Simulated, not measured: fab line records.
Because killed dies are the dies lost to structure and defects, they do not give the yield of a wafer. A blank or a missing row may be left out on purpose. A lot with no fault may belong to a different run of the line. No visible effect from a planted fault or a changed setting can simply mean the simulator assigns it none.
fab line records + flow nandHarc
record:
- lots: 14
- wafers: 42
- lastDay: 34
route steps=1302 shown A_STAIRCASE@843
lots untouched by any fault: they come from a run of this same line in which no faults occurred
startH: start of the lot's first displayed wafer, in hours after the record's first day + waitH: time in hours since the lot's previous step + " unchanged from the row above + L1.1+2: a single row standing in for several wafers + - either no value or no given start + * or withheld: withheld + < > ~ a bound
route shown NAME@n: NAME is a module with steps in the file, n the number in the route of the first one + usual: average and standard deviation across the fault-free wafers + same: alike in all rows + chamber/n: place in a boat + sites: per-site readings + _std_site: the standard deviation of these + _edge_site: inner sites' mean taken away from outer sites' mean + radiusMm: how far each site lies from the wafer's centre + mask NAME#n: copy n + behind: the last tool/chamber to shape the wafer + hold: what put the lot on hold/how long, in hours/how the hold closed + device: whichever transistor did not switch (one of n, p or np) + end of line: tests of these same wafers at the route's end + step lacking rows: just its recipe + killed: at the first sort, the dies lost to defects and structure; wafer yield is something else + map: per-die view of a wafer (x killed, . not killed, _ where there is no die)
set.NAME: the setting as run; set.NAME@STEP: as run at that earlier step + model.NAME: the simulator's own value behind a step, which no gauge read
the route's steps for a sample of lots (tables are steps, rows are wafers)
services: from which hour (startH, from the record's first day; less than 0 if before it) a tool's chamber was out of use, for how many hours, and why
== steps ==
step: NHARC_A_STAIRCASE_STRIP_476
recipe:
- timeS: 20
- o2FlowSccm: 500
- arFlowSccm: 0
- biasW: 0
- chemistry: O2
usual:
- chamberPressureMTorr: 59.99/0.051
- drypumpMotorCurrentA: 5.9/0.49
- oesProductAu: 1.001/0.011
- rfVppV: 58.0/0.98
- showerheadPlenumPTorr: 3.62/0.13
- throttleValvePct: 17.037/0.01
| lot.wafer | tool       | chamber | startH | waitH | chamberPressureMTorr | drypumpMotorCurrentA | oesProductAu | rfHoursCounterH | rfVppV | showerheadPlenumPTorr | throttleValvePct |
|-----------|------------|---------|--------|-------|----------------------|----------------------|--------------|-----------------|--------|-----------------------|------------------|
| L256.1    | rieDiel-02 | 0       | 394.17 | 0.1   | 59.93                | 6.7                  | 0.994        | 55              | 57.8   | 3.64                  | 17.046           |
| L256.3    | "          | 2       | "      | "     | 59.94                | 5.5                  | 0.992        | 59              | 57.1   | 3.55                  | 17.034           |
| L256.4    | "          | 3       | "      | "     | 60.04                | 5.6                  | 1.008        | 56              | 57.3   | 3.64                  | 17.039           |
| L257.1    | rieDiel-04 | 1       | 415.39 | 0.1   | 59.90                | 6.0                  | 1.000        | 19              | 57.7   | 3.80                  | 17.046           |
| L257.4    | "          | 3       | "      | "     | 59.92                | 6.1                  | 0.993        | 21              | 56.3   | 3.72                  | 17.046           |
| L257.6    | "          | 2       | "      | "     | 60.00                | 6.3                  | 0.997        | -               | 58.4   | 3.80                  | 17.029           |
| L259.4    | rieDiel-04 | 2       | 422.20 | 0.1   | 60.04                | 6.3                  | 1.004        | 24              | 58.5   | 3.79                  | 17.039           |
| L259.3    | "          | 1       | "      | "     | 59.87                | 6.0                  | 0.991        | 21              | 57.8   | 3.80                  | 17.021           |
| L259.6    | "          | 2       | "      | "     | 60.01                | 6.3                  | 0.998        | -               | 60.5   | 3.79                  | 17.043           |
| L260.1    | rieDiel-04 | 2       | 427.06 | 0.1   | 60.05                | 6.3                  | 1.002        | 25              | 58.1   | 3.79                  | 17.035           |
| L260.4    | "          | 0       | "      | "     | 60.03                | 5.3                  | 1.014        | 18              | 58.3   | 3.46                  | 17.028           |
| L260.5    | "          | 3       | "      | "     | 60.08                | 6.1                  | 0.996        | -               | 59.2   | 3.72                  | 17.049           |
| L262.3    | rieDiel-12 | 2       | 460.13 | 0.1   | 60.01                | 5.3                  | 1.009        | 1               | 57.7   | 3.37                  | 17.043           |
| L262.4    | "          | 1       | "      | "     | 59.92                | 6.8                  | 0.999        | 1               | 59.3   | 3.63                  | 17.047           |
| L262.5    | "          | 3       | "      | "     | 60.03                | 5.9                  | 1.000        | -               | 57.4   | 3.66                  | 17.036           |
| L264.2    | rieDiel-02 | 0       | 466.47 | 0.1   | 59.94                | 6.7                  | 0.987        | 21              | 56.8   | 3.62                  | 17.039           |
| L264.3    | "          | 2       | "      | "     | 60.09                | 5.5                  | 0.996        | 19              | 56.9   | 3.54                  | 17.054           |
| L264.1    | "          | 3       | "      | "     | 59.92                | 5.6                  | 1.006        | 19              | 57.8   | 3.63                  | 17.044           |
| L263.3    | rieDiel-02 | 0       | 470.17 | 0.3   | 60.02                | 6.7                  | 0.996        | 22              | 57.3   | 3.62                  | 17.046           |
| L263.5    | "          | 0       | "      | "     | 60.02                | 6.7                  | 0.994        | -               | 57.6   | 3.62                  | 17.037           |
| L263.6    | "          | 1       | "      | "     | 60.09                | 5.1                  | 1.000        | -               | 57.8   | 3.52                  | 17.034           |
| L265.3    | rieDiel-12 | 1       | 485.28 | 0.1   | 60.00                | 6.8                  | 0.994        | 10              | 58.8   | 3.63                  | 17.026           |
| L265.2    | "          | 2       | "      | "     | 59.97                | 5.3                  | 1.009        | 8               | 57.3   | 3.37                  | 17.031           |
| L265.6    | "          | 3       | "      | "     | 59.98                | 5.9                  | 1.013        | -               | 57.9   | 3.66                  | 17.038           |
| L267.2    | rieDiel-02 | 0       | 513.84 | 0.6   | 60.04                | 6.7                  | 0.995        | 37              | 58.3   | 3.61                  | 17.025           |
| L267.5    | "          | 0       | "      | "     | 60.03                | 6.7                  | 0.995        | -               | 56.5   | 3.61                  | 17.015           |
| L267.6    | "          | 1       | "      | "     | 60.02                | 5.0                  | 0.999        | -               | 58.8   | 3.51                  | 17.035           |
| L269.4    | rieDiel-12 | 1       | 542.27 | 0.1   | 59.98                | 6.7                  | 0.996        | 37              | 58.2   | 3.61                  | 17.049           |
| L269.3    | "          | 2       | "      | "     | 60.03                | 5.3                  | 1.005        | 25              | 58.3   | 3.36                  | 17.036           |
| L269.6    | "          | 3       | "      | "     | 60.03                | 5.9                  | 1.011        | -               | 57.7   | 3.64                  | 17.048           |
| L274.3    | rieDiel-02 | 3       | 567.56 | 0.1   | 59.98                | 5.5                  | 1.000        | 53              | 57.7   | 3.61                  | 17.041           |
| L274.4    | "          | 0       | "      | "     | 60.05                | 6.7                  | 0.983        | 56              | 57.7   | 3.60                  | 17.034           |
| L274.2    | "          | 2       | "      | "     | 60.01                | 5.5                  | 0.988        | 51              | 56.7   | 3.52                  | 17.029           |
| L275.4    | rieDiel-12 | 1       | 582.33 | 0.1   | 59.96                | 6.7                  | 1.003        | 53              | 57.2   | 3.60                  | 17.044           |
| L275.6    | "          | 3       | "      | "     | 60.01                | 5.9                  | 1.015        | -               | 57.4   | 3.64                  | 17.028           |
| L275.5    | "          | 0       | "      | "     | 60.04                | 5.8                  | 1.011        | -               | 57.4   | 3.78                  | 17.033           |
| L277.4    | rieDiel-02 | 0       | 605.91 | 0.1   | 60.01                | 6.6                  | 0.997        | 7               | 58.9   | 3.60                  | 17.032           |
| L277.1    | "          | 1       | "      | "     | 60.00                | 5.1                  | 0.987        | 7               | 58.1   | 3.50                  | 17.047           |
| L277.5    | "          | 2       | "      | "     | 60.11                | 5.5                  | 1.004        | -               | 57.4   | 3.51                  | 17.026           |
| L278.3    | rieDiel-02 | 1       | 630.50 | 0.1   | 59.97                | 5.1                  | 0.987        | 17              | 58.6   | 3.49                  | 17.038           |
| L278.1    | "          | 3       | "      | "     | 60.07                | 5.6                  | 1.007        | 15              | 58.1   | 3.60                  | 17.025           |
| L278.5    | "          | 1       | "      | "     | 60.04                | 5.1                  | 0.980        | -               | 58.7   | 3.49                  | 17.030           |
step: NHARC_A_STAIRCASE_DEP_417
recipe:
- targetThkA: 600
- stepCoveragePct: 20
- tempC: 400
- targetThkNm: 60
- flowSccm: 200
- rfW: 450
- material: Si3N4
usual:
- heaterPowerW: 774/100
- rfFwdPowerW: 449.1/1.4
| lot.wafer | tool     | chamber | startH | waitH | heaterPowerW | rfFwdPowerW |
|-----------|----------|---------|--------|-------|--------------|-------------|
| L256.1    | pecvd-02 | 0       | 394.26 | -     | 921          | 448.2       |
| L256.4    | "        | 0       | "      | "     | 904          | 449.1       |
| L256.3    | "        | 2       | "      | "     | 751          | 449.9       |
| L257.1    | pecvd-03 | 0       | 415.53 | -     | 808          | 448.8       |
| L257.6    | "        | 0       | "      | "     | 772          | 448.4       |
| L257.4    | "        | 1       | "      | "     | 769          | 450.0       |
| L259.3    | pecvd-02 | 0       | 422.29 | -     | 791          | 448.2       |
| L259.6    | "        | 0       | "      | "     | 825          | 448.6       |
| L259.4    | "        | 1       | "      | "     | 816          | 447.6       |
| L260.1    | pecvd-02 | 0       | 427.25 | -     | 842          | 447.2       |
| L260.5    | "        | 2       | "      | "     | 756          | 448.7       |
| L260.4    | "        | 0       | "      | "     | 832          | 447.8       |
| L262.3    | pecvd-01 | 1       | 460.27 | -     | 855          | 450.7       |
| L262.5    | "        | 0       | "      | "     | 858          | 447.9       |
| L262.4    | "        | 1       | "      | "     | 860          | 449.9       |
| L264.3    | pecvd-01 | 2       | 466.57 | -     | 586          | 449.6       |
| L264.2    | "        | 0       | "      | "     | 886          | 452.9       |
| L264.1    | "        | 1       | "      | "     | 842          | 447.4       |
| L263.3    | pecvd-03 | 1       | 470.32 | -     | 763          | 452.0       |
| L263.6    | "        | 0       | "      | "     | 841          | 448.1       |
| L263.5    | "        | 1       | "      | "     | 752          | 450.4       |
| L265.3    | pecvd-01 | 2       | 485.36 | -     | 670          | 449.0       |
| L265.2    | "        | 0       | "      | "     | 792          | 447.6       |
| L265.6    | "        | 2       | "      | "     | 650          | 450.0       |
| L267.2    | pecvd-03 | 1       | 513.93 | -     | 653          | 447.0       |
| L267.6    | "        | 1       | "      | "     | 651          | 445.7       |
| L267.5    | "        | 0       | "      | "     | 923          | 448.2       |
| L269.4    | pecvd-03 | 1       | 542.49 | -     | 723          | 449.6       |
| L269.3    | "        | 0       | "      | "     | 817          | 449.3       |
| L269.6    | "        | 1       | "      | "     | 697          | 448.2       |
| L274.2    | pecvd-01 | 1       | 567.70 | -     | 847          | 447.9       |
| L274.3    | "        | 2       | "      | "     | 612          | 449.2       |
| L274.4    | "        | 0       | "      | "     | 791          | 451.0       |
| L275.4    | pecvd-01 | 0       | 582.55 | -     | 805          | 448.4       |
| L275.5    | "        | 1       | "      | "     | 982          | 447.8       |
| L275.6    | "        | 2       | "      | "     | 616          | 449.8       |
| L277.1    | pecvd-02 | 1       | 605.99 | -     | 767          | 449.5       |
| L277.4    | "        | 2       | "      | "     | 815          | 447.5       |
| L277.5    | "        | 0       | "      | "     | 848          | 448.7       |
| L278.1    | pecvd-03 | 2       | 630.64 | -     | 627          | 450.6       |
| L278.3    | "        | 0       | "      | "     | 825          | 451.8       |
| L278.5    | "        | 0       | "      | "     | 814          | 450.1       |
step: NHARC_A_STAIRCASE_EXPOSE_438
recipe:
- na: 0.5
- doseMj: 28.97
- maskId: STAIR_REV
usual:
- exposureDoseMJCm2: 28.97/0.03
- focusOffsetNm: -0.1/0.54
| lot.wafer | tool          | chamber | startH | waitH | mask        | exposureDoseMJCm2 | focusOffsetNm |
|-----------|---------------|---------|--------|-------|-------------|-------------------|---------------|
| L256.1    | krfScanner-04 | 0       | 438.21 | -     | STAIR_REV#0 | 28.96             | -0.2          |
| L256.3    | "             | 0       | "      | "     | STAIR_REV#0 | 28.90             | -0.5          |
| L256.4    | "             | 0       | "      | "     | STAIR_REV#0 | 28.95             | -0.1          |
| L257.1    | krfScanner-04 | 0       | 452.76 | -     | STAIR_REV#0 | 28.98             | 0.2           |
| L257.4    | "             | 0       | "      | "     | STAIR_REV#0 | 28.98             | -0.2          |
| L257.6    | "             | 0       | "      | "     | STAIR_REV#0 | 28.96             | 0.7           |
| L259.3    | krfScanner-04 | 0       | 459.25 | -     | STAIR_REV#0 | 28.95             | -0.3          |
| L259.4    | "             | 0       | "      | "     | STAIR_REV#0 | 29.05             | -1.5          |
| L259.6    | "             | 0       | "      | "     | STAIR_REV#0 | 29.00             | -0.6          |
| L260.1    | krfScanner-01 | 0       | 468.01 | -     | STAIR_REV#0 | 28.93             | 0.1           |
| L260.4    | "             | 0       | "      | "     | STAIR_REV#0 | 28.95             | 0.2           |
| L260.5    | "             | 0       | "      | "     | STAIR_REV#0 | 28.96             | -0.2          |
| L262.3    | krfScanner-04 | 0       | 499.59 | -     | STAIR_REV#0 | 28.97             | 0.4           |
| L262.4    | "             | 0       | "      | "     | STAIR_REV#0 | 28.96             | 0.3           |
| L262.5    | "             | 0       | "      | "     | STAIR_REV#0 | 28.96             | 0.5           |
| L263.3    | krfScanner-01 | 0       | 506.82 | -     | STAIR_REV#0 | 28.94             | -0.6          |
| L263.5    | "             | 0       | "      | "     | STAIR_REV#0 | 28.96             | -0.9          |
| L263.6    | "             | 0       | "      | "     | STAIR_REV#0 | 28.99             | -0.1          |
| L264.1    | krfScanner-04 | -       | 506.97 | -     | STAIR_REV#0 | -                 | -             |
| L264.2    | "             | -       | "      | "     | STAIR_REV#0 | -                 | -             |
| L264.3    | "             | -       | "      | "     | STAIR_REV#0 | -                 | -             |
| L265.2    | krfScanner-03 | -       | 524.44 | -     | STAIR_REV#0 | -                 | -             |
| L265.3    | "             | -       | "      | "     | STAIR_REV#0 | -                 | -             |
| L265.6    | "             | -       | "      | "     | STAIR_REV#0 | -                 | -             |
| L267.2    | krfScanner-03 | 0       | 547.38 | -     | STAIR_REV#0 | 29.01             | -0.1          |
| L267.5    | "             | 0       | "      | "     | STAIR_REV#0 | 28.94             | -0.2          |
| L267.6    | "             | 0       | "      | "     | STAIR_REV#0 | 29.00             | 0.0           |
| L269.3    | krfScanner-01 | 0       | 574.64 | -     | STAIR_REV#0 | 28.96             | -0.4          |
| L269.4    | "             | 0       | "      | "     | STAIR_REV#0 | 28.99             | 0.0           |
| L269.6    | "             | 0       | "      | "     | STAIR_REV#0 | 28.94             | -0.7          |
| L274.2    | krfScanner-01 | 0       | 608.60 | -     | STAIR_REV#0 | 28.99             | -0.5          |
| L274.3    | "             | 0       | "      | "     | STAIR_REV#0 | 28.96             | -0.1          |
| L274.4    | "             | 0       | "      | "     | STAIR_REV#0 | 28.97             | 0.5           |
| L275.4    | krfScanner-01 | 0       | 619.52 | -     | STAIR_REV#0 | 28.93             | -0.3          |
| L275.5    | "             | 0       | "      | "     | STAIR_REV#0 | 28.92             | -0.4          |
| L275.6    | "             | 0       | "      | "     | STAIR_REV#0 | 28.93             | -1.0          |
| L277.1    | krfScanner-04 | 0       | 644.71 | -     | STAIR_REV#0 | 28.95             | 1.0           |
| L277.4    | "             | 0       | "      | "     | STAIR_REV#0 | 28.94             | 0.5           |
| L277.5    | "             | 0       | "      | "     | STAIR_REV#0 | 28.87             | 0.7           |
| L278.1    | krfScanner-04 | 0       | 666.63 | -     | STAIR_REV#0 | 28.95             | 0.5           |
| L278.3    | "             | 0       | "      | "     | STAIR_REV#0 | 28.96             | -0.4          |
| L278.5    | "             | 0       | "      | "     | STAIR_REV#0 | 28.91             | 0.1           |
step: NHARC_A_STAIRCASE_ETCH_444
recipe:
- targetDepthA: 2.04e+05
- timeS: 6800
- c4f8FlowSccm: 20
- o2FlowSccm: 10
- arFlowSccm: withheld
- rfW: 600
- biasW: 1000
- chemistry: C4F8/O2
usual:
- chamberPressureMTorr: 24.999/0.023
- oesProductAu: 0.936/0.018
- rfFwdPowerW: 599.9/1.8
- rfVppV: 810/4.3
| lot.wafer | tool       | chamber | startH | waitH | chamberPressureMTorr | oesProductAu | rfFwdPowerW | rfHoursCounterH | rfVppV |
|-----------|------------|---------|--------|-------|----------------------|--------------|-------------|-----------------|--------|
| L256.3    | rieDiel-12 | 2       | 439.14 | 0.5   | 24.997               | 0.927        | 599.4       | 51              | 802    |
| L256.1    | "          | 3       | "      | "     | 24.990               | 0.931        | 600.3       | 50              | 809    |
| L256.4    | "          | 0       | "      | "     | 25.004               | 0.923        | 600.2       | 52              | 797    |
| L257.1    | rieDiel-04 | 3       | 453.43 | 0.2   | 24.978               | 0.924        | 599.8       | 33              | 812    |
| L257.4    | "          | 0       | "      | "     | 24.995               | 0.933        | 599.2       | 28              | 804    |
| L257.6    | "          | 0       | 455.83 | 2.6   | 24.973               | 0.930        | 599.4       | -               | 806    |
| L259.3    | rieDiel-04 | 2       | 460.17 | 0.5   | 25.006               | 0.920        | 600.9       | 40              | 814    |
| L259.4    | "          | 0       | "      | "     | 25.000               | 0.945        | 597.9       | 33              | 804    |
| L259.6    | "          | 2       | "      | "     | 25.000               | 0.918        | 598.2       | -               | 814    |
| L260.4    | rieDiel-12 | 2       | 469.40 | 1.0   | 25.018               | 0.967        | 601.5       | 4               | 802    |
| L260.1    | "          | 3       | "      | "     | 24.984               | 0.976        | 600.4       | 3               | 811    |
| L260.5    | "          | 0       | "      | "     | 25.025               | 0.987        | 599.6       | -               | 815    |
| L262.3    | rieDiel-12 | 1       | 501.30 | 1.3   | 25.041               | 0.926        | 597.5       | 14              | 808    |
| L262.4    | "          | 0       | 502.54 | 2.5   | 24.947               | 0.931        | 597.7       | -               | 815    |
| L262.5    | "          | 1       | "      | "     | 25.044               | 0.923        | 598.5       | -               | 811    |
| L264.3    | rieDiel-02 | 0       | 507.43 | 0.1   | 25.049               | 0.920        | 597.7       | 32              | 809    |
| L264.2    | "          | 1       | "      | "     | 25.038               | 0.926        | 600.8       | 29              | 807    |
| L264.1    | "          | 2       | "      | "     | 25.012               | 0.932        | 597.9       | 32              | 808    |
| L263.3    | rieDiel-12 | 1       | 507.91 | 0.7   | 24.994               | 0.924        | 600.8       | 19              | 811    |
| L263.6    | "          | 0       | 509.16 | 1.9   | 24.981               | 0.931        | 600.0       | -               | 815    |
| L263.5    | "          | 3       | 510.41 | 3.2   | 25.015               | 0.926        | 597.4       | -               | 811    |
| L265.3    | rieDiel-12 | 2       | 525.84 | 1.0   | 25.010               | 0.944        | 599.4       | 16              | 803    |
| L265.2    | "          | 3       | "      | "     | 24.998               | 0.940        | 603.7       | 24              | 811    |
| L265.6    | "          | 1       | "      | "     | 25.028               | 0.931        | 601.0       | -               | 812    |
| L267.2    | rieDiel-02 | 3       | 547.84 | 0.1   | 24.998               | 0.943        | 597.4       | 47              | 810    |
| L267.5    | "          | 3       | 549.74 | 1.9   | 24.997               | 0.926        | 598.5       | -               | 811    |
| L267.6    | "          | 0       | "      | "     | 25.012               | 0.918        | 600.2       | -               | 809    |
| L269.3    | rieDiel-04 | 1       | 576.01 | 1.0   | 25.035               | 0.984        | 600.9       | 8               | 814    |
| L269.4    | "          | 2       | "      | "     | 24.995               | 0.943        | 599.4       | 8               | 814    |
| L269.6    | "          | 3       | "      | "     | 25.009               | 0.961        | 600.1       | -               | 813    |
| L274.2    | rieDiel-04 | 1       | 609.05 | 0.1   | 24.961               | 0.974        | 598.2       | 22              | 814    |
| L274.3    | "          | 2       | "      | "     | 24.987               | 0.957        | 600.6       | 21              | 813    |
| L274.4    | "          | 3       | "      | "     | 25.011               | 0.954        | 599.4       | 21              | 813    |
| L275.4    | rieDiel-02 | 1       | 621.39 | 1.5   | 25.009               | 0.971        | 599.8       | 13              | 805    |
| L275.5    | "          | 2       | "      | "     | 24.977               | 0.979        | 598.8       | -               | 806    |
| L275.6    | "          | 3       | "      | "     | 24.989               | 0.965        | 599.7       | -               | 809    |
| L277.4    | rieDiel-04 | 1       | 645.17 | 0.1   | 25.000               | 0.921        | 599.5       | 34              | 815    |
| L277.1    | "          | 2       | "      | "     | 24.974               | 0.911        | 599.5       | 34              | 815    |
| L277.5    | "          | 1       | 647.03 | 1.9   | 25.003               | 0.918        | 600.6       | -               | 814    |
| L278.3    | rieDiel-12 | 1       | 667.13 | 0.1   | 25.007               | 0.945        | 600.1       | 8               | 809    |
| L278.1    | "          | 0       | 668.54 | 1.5   | 25.000               | 0.948        | 598.6       | 8               | 814    |
| L278.5    | "          | 2       | "      | "     | 25.028               | 0.958        | 603.8       | -               | 801    |
== services ==
| tool          | chamber | startH | hours | kind   |
|---------------|---------|--------|-------|--------|
| rieDiel-02    | -       | 371.02 | 0.4   | repair |
| rieDiel-04    | -       | 387.35 | 0.5   | repair |
| rieDiel-02    | -       | 397.36 | 9.0   | pm     |
| rieDiel-04    | 0       | 402.33 | 7.7   | repair |
| rieDiel-02    | -       | 416.53 | 0.6   | repair |
| pecvd-01      | -       | 424.23 | 1.0   | repair |
| rieDiel-12    | -       | 447.28 | 9.0   | pm     |
| rieDiel-02    | 3       | 455.29 | 2.5   | repair |
| krfScanner-01 | -       | 460.97 | 3.2   | repair |
| krfScanner-04 | -       | 463.08 | 0.6   | repair |
| rieDiel-02    | 1       | 464.31 | 4.4   | repair |
| pecvd-03      | 2       | 483.37 | 145.3 | repair |
| krfScanner-01 | -       | 487.97 | 4.0   | pm     |
| pecvd-01      | -       | 492.61 | 13.0  | pm     |
| rieDiel-12    | 2       | 499.02 | 10.7  | repair |
| rieDiel-12    | 2       | 519.50 | 1.4   | repair |
| krfScanner-04 | -       | 526.00 | 4.0   | pm     |
| rieDiel-04    | -       | 536.33 | 9.0   | pm     |
| rieDiel-02    | -       | 574.52 | 9.0   | pm     |
| rieDiel-12    | 3       | 596.29 | 4.9   | repair |
| krfScanner-04 | -       | 601.50 | 4.5   | repair |
| rieDiel-12    | -       | 624.32 | 9.0   | pm     |
| rieDiel-12    | 3       | 657.95 | 6.1   | repair |
| krfScanner-04 | -       | 659.70 | 0.4   | repair |
== key ==
firstSign:
- step: NHARC_A_STAIRCASE_EXPOSE_438
- reading: toolRecord
- direction: missing
effect none on later readings
metAt NHARC_A_STAIRCASE_EXPOSE_438
struckLots L264,L265
rowsEnd L265.2,L265.3,L265.6
laterRowsLeftOut L264.1,L264.2,L264.3
sortLeftOut L264.1,L264.2,L264.3
testerLeftOut L264
notActingAt NHARC_A_STAIRCASE_STRIP_476,NHARC_A_STAIRCASE_DEP_417,NHARC_A_STAIRCASE_ETCH_444
onsetBetween 499.59 506.97
fault:
- kind: skippedStepWhole
- tool: krfScanner-03,krfScanner-04
- chamber: -
- onsetH: 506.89
- steps: NHARC_A_STAIRCASE_EXPOSE_438
- scope: struckLotsOnly
testerLeftOut: of these lots the tester's yield and bins aren't shown, on N5 and GAA mostly nor the transistor test; their killed dies are dies lost to structure and defects alone, not to doping, threshold or leakage, so they don't give the yield
sortLeftOut: the simulated sort isn't trusted on such a fault, so these wafers' sort isn't shown, and their yield isn't known
laterRowsLeftOut: the simulator's readings of these wafers behind a module that went badly wrong aren't trusted and aren't shown, but for the sort
rowsEnd: these wafers met a further fault down the route, and their rows from its step on are left out
